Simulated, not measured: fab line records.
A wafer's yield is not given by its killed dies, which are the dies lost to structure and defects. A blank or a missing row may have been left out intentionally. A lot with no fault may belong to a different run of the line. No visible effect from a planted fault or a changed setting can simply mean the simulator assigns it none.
Which tool was responsible?	flow nand harc	Sampling: 13 lots, 39 wafers, 5 of 1302 route steps

## WHAT THE GAUGES SHOWED, per wafer
NHARC_P_ZERO_WELL_CD_MEAS_52 targets a cd of 2000 nm. Usual: cd nm at 2000.3 nm, with a standard deviation of 2.4.
lot	measured	on	cd nm (nm)	flag
L369	day 2 01:44	cd sem-02	1999.7 2001.8 2002.9	
L370	day 2 11:56	cd sem-01	2001.2 2002.3 1999.4	
L371	day 2 21:44	cd sem-02	2001.6 2003.4 2000.9	
L378	day 5 19:52	cd sem-03	1997.9 1999.2 1994.9	
L380	day 6 15:46	cd sem-02	2002.3 2002.7 2001.6	
L382	day 7 11:44	cd sem-02	1998.1 1996.9 2000.3	
L384	day 8 08:17	cd sem-02	2001.5 1997.5 1995.4	
L385	day 8 17:53	cd sem-03	2002.9 2000.5 1999.8	
L386	day 9 03:50	cd sem-02	2001.9 2004.9 2003.9	
L388	day 10 01:01	cd sem-01	2002.0 1993.8 1998.0	
L389	day 10 09:46	cd sem-01	2000.2 2002.4 2001.7	
L390	day 10 19:46	cd sem-02	1999.0 2000.0 1999.9	
L392	day 11 16:01	cd sem-03	2001.5 2003.5 2000.3	

NHARC_P_STI_CD_MEAS_16. Usual: cd nm at 200.2 nm, with a standard deviation of 2.7.
lot	measured	on	cd nm (nm)	flag
L369	day 2 22:02	cd sem-03	197.1 202.3 197.9	
L370	day 3 12:13	cd sem-03	199.8 203.4 201.6	
L371	day 3 20:11	cd sem-03	202.1 195.9 201.3	
L378	day 6 16:29	cd sem-02	196.4 202.1 200.1	
L380	day 7 08:57	cd sem-01	201.0 197.8 200.7	
L382	day 8 06:53	cd sem-03	194.6 197.6 196.5	
L384	day 9 03:13	cd sem-01	201.9 199.3 200.4	
L385	day 9 11:01	cd sem-01	198.5 198.5 198.5	
L386	day 9 21:42	cd sem-01	199.8 201.7 198.5	
L388	day 10 23:14	cd sem-03	199.8 197.6 198.6	
L389	day 11 03:08	cd sem-02	196.8 196.1 195.2	
L390	day 11 13:20	cd sem-03	202.1 200.2 199.7	
L392	day 12 09:13	cd sem-03	201.2 203.2 204.3	

NHARC_END_SORT_01. Usual: killed at array 64, standard deviation 20; killed at other 0.7, standard deviation 1.1; killed at periphery 3.6, standard deviation 2.7; killed dies 68, standard deviation 20; killed open 2.8, standard deviation 1.9; killed short 2.3, standard deviation 1.5.
lot	measured	on	killed at array	killed at other	killed at periphery	killed dies	killed open	killed short	flag
L380	day 29 17:35	prober-01	58 64 69	1 1 1	7 3 3	66 68 73	2 2 5	1 1 3	

## WHAT TOOL EACH LOT RAN ON (gives the tool, then ch and the chambers of the sampled wafers, and finally the start)
lot	NHARC_P_STI_CMP_21	NHARC_P_GATE_DESCUM_13
L369	cmp-04 ch 1,3, day 3 15:23	rie diel-11 ch 0,3, day 4 05:16
L370	cmp-02 ch 0,1,2, day 4 08:08	rie diel-11 ch 0,1,3, day 5 01:45
L371	cmp-03 ch 0,1,3, day 4 13:32	rie diel-03 ch 0,1,3, day 5 07:07
L378	cmp-03 ch 0,1,2, day 7 11:32	rie diel-03 ch 2,3, day 8 05:57
L380	cmp-03 ch 1,2,3, day 8 03:00	rie diel-04 ch 1,3, day 8 20:02
L382	cmp-02 ch 0,3, day 9 00:14	rie diel-04 ch 0,1,2, day 9 19:51
L384	cmp-02 ch 0,3, day 9 17:34	rie diel-03 ch 0,3, day 10 16:08
L385	cmp-02 ch 0,1,2, day 10 11:56	rie diel-04 ch 0,2,3, day 11 07:32
L386	cmp-03 ch 0,3, day 10 21:42	rie diel-03 ch 0,2,3, day 11 18:25
L388	cmp-03 ch 0,1, day 11 19:59	rie diel-04 ch 0,2, day 12 12:33
L389	cmp-04 ch 1,2, day 11 19:59	rie diel-03 ch 0,2, day 12 12:35
L390	cmp-02 ch 2,3, day 12 07:25	rie diel-04 ch 0,1, day 13 00:49
L392	cmp-02 ch 1,2,3, day 13 04:01	rie diel-03 ch 0,1,2, day 13 21:13
- NHARC_P_STI_CMP_21: polishes, t overpolish 20 s, target thk 380.67 nm.
- NHARC_P_GATE_DESCUM_13: chemistry O2, time 3 s.

## AS READ BY THE TOOLS THEMSELVES (means over the sampled wafers that have a number; for cases with no such wafer, the mark the record gives instead)
NHARC_P_STI_CMP_21. Usual: motor current A 12.4 A, standard deviation 1.4; overpolish run s 20.000 s, standard deviation 0.0094.
lot	tool	motor current A (A)	overpolish run s (s)	flag
L369	cmp-04	12.6	20.009	
L370	cmp-02	12.0	19.994	
L371	cmp-03	13.4	20.001	
L378	cmp-03	12.7	70.689	OFF
L380	cmp-03	12.2	70.693	OFF
L382	cmp-02	11.5	20.001	
L384	cmp-02	11.4	19.996	
L385	cmp-02	12.3	19.998	
L386	cmp-03	12.6	19.998	
L388	cmp-03	13.8	19.997	
L389	cmp-04	13.8	20.002	
L390	cmp-02	11.9	19.993	
L392	cmp-02	12.7	19.993	

NHARC_P_GATE_DESCUM_13. Usual: drypump motor current A 5.6 A, standard deviation 0.5; oes product au 0.999 a.u., standard deviation 0.015; rf vpp V 58.1 V, standard deviation 0.86; showerhead plenum p Torr 1.99 Torr, standard deviation 0.078; throttle valve pct 11.311 %, standard deviation 0.0095.
lot	tool	drypump motor current A (A)	oes product au (a.u.)	rf vpp V (V)	showerhead plenum p Torr (Torr)	throttle valve pct (%)	flag
L369	rie diel-11	5.5	0.995	58.7	2.00	11.302	
L370	rie diel-11	5.3	1.004	56.7	1.98	11.309	
L371	rie diel-03	5.7	1.004	58.7	1.96	11.309	
L378	rie diel-03	5.5	0.996	58.1	2.01	11.318	
L380	rie diel-04	5.8	1.003	59.0	2.04	11.322	
L382	rie diel-04	5.3	0.984	58.4	2.05	11.310	
L384	rie diel-03	5.4	1.011	58.2	2.03	11.305	
L385	rie diel-04	5.8	0.994	58.4	2.04	11.303	
L386	rie diel-03	5.4	1.001	58.3	2.02	11.318	
L388	rie diel-04	5.5	1.010	58.1	2.05	11.321	
L389	rie diel-03	5.3	1.008	58.6	2.01	11.313	
L390	rie diel-04	5.2	1.006	58.9	2.06	11.312	
L392	rie diel-03	5.6	1.000	58.6	1.94	11.302	

## THE ANSWER, worked out from the rows above alone
Rule: a lot is off if the mean of its wafers that have a number lies more than 3 standard deviations from the usual mean. Also off: a lot with no number at a reading for which 4 or more lots have one. All remaining lots with rows at the step are treated as sound. Order of review: gauges by route order, followed by the tools' own readings, for which a lot's mean as printed above is used. The first step at which some lot is off is used, and at that step the reading that is off furthest; a lot without a number counts as furthest.
Off: L378, L380 (NHARC_P_STI_CMP_21, overpolish run s).
If a tool, at that step or one of the process steps before it, ran each lot that is off and ran no sound lot following the first of them, it fits. Not one of the candidates tried fits.

## WHAT WAS PUT IN BY THE SIMULATOR
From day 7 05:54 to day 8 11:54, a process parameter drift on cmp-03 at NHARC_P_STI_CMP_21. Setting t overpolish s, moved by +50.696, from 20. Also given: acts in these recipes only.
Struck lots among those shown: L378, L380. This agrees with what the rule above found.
